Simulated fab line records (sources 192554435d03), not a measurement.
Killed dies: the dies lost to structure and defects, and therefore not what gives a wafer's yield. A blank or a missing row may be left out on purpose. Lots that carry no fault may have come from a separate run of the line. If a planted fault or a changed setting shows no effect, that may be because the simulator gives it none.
Chamber matching || flow n5-finfet || N5_ILD0_LINER_00 on ald-sin-02 has 4 sister chambers
The step material SiNx, target thk 4 nm, pulse time 1 s, purge time 2 s. 4 wafers are shown with their chamber, then 10 later ones without.

== WAFERS, EACH WITH ITS CHAMBER ==
{"wafer": "L081.4", "chamber": 0, "heater-power-w (W)": 840}
{"wafer": "L085.1", "chamber": 3, "heater-power-w (W)": 827}
{"wafer": "L089.1", "chamber": 2, "heater-power-w (W)": 905}
{"wafer": "L089.4", "chamber": 1, "heater-power-w (W)": 760}

== WAFERS WITHOUT THEIR CHAMBER ==
{"wafer": "L089.6", "heater-power-w (W)": 872}
{"wafer": "L094.1", "heater-power-w (W)": 764}
{"wafer": "L094.2", "heater-power-w (W)": 871}
{"wafer": "L094.3", "heater-power-w (W)": 857}
{"wafer": "L094.4", "heater-power-w (W)": 866}
{"wafer": "L094.5", "heater-power-w (W)": 865}
{"wafer": "L094.6", "heater-power-w (W)": 834}
{"wafer": "L095.1", "heater-power-w (W)": 846}
{"wafer": "L095.2", "heater-power-w (W)": 882}
{"wafer": "L095.5", "heater-power-w (W)": 894}

== EACH ONE'S CHAMBER ==
{"wafer": "L089.6", "from the rows above": "can't be placed: 0 or 2 or 3", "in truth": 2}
{"wafer": "L094.1", "from the rows above": 1, "in truth": 1}
{"wafer": "L094.2", "from the rows above": "can't be placed: 0 or 2 or 3", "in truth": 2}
{"wafer": "L094.3", "from the rows above": "can't be placed: 0 or 3 or 2", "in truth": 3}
{"wafer": "L094.4", "from the rows above": "can't be placed: 0 or 2 or 3", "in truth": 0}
{"wafer": "L094.5", "from the rows above": "can't be placed: 0 or 3 or 2", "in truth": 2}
{"wafer": "L094.6", "from the rows above": "can't be placed: 0 or 3", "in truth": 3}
{"wafer": "L095.1", "from the rows above": "can't be placed: 0 or 3", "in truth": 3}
{"wafer": "L095.2", "from the rows above": "can't be placed: 2 or 0 or 3", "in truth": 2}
{"wafer": "L095.5", "from the rows above": 2, "in truth": 2}
2 of 10 placed correctly. From these rows, 8 cannot be placed; in 8 the true chamber is one of the candidates. Number placed wrongly: 0.
How it was worked out, from the rows above alone: a wafer's distance from a chamber is the root of the sum, over the readings, of the square of ((its reading less the chamber's mean) divided by the reading's scatter). If the next closest chamber is less than 2 further off than the closest, the wafer can't be placed; otherwise it belongs to the closest. For every chamber, the mean is computed from those of its wafers that are shown. The scatter: with one shown wafer a chamber, the root of the mean of the squares of how far each hidden wafer lies from its nearest shown one.
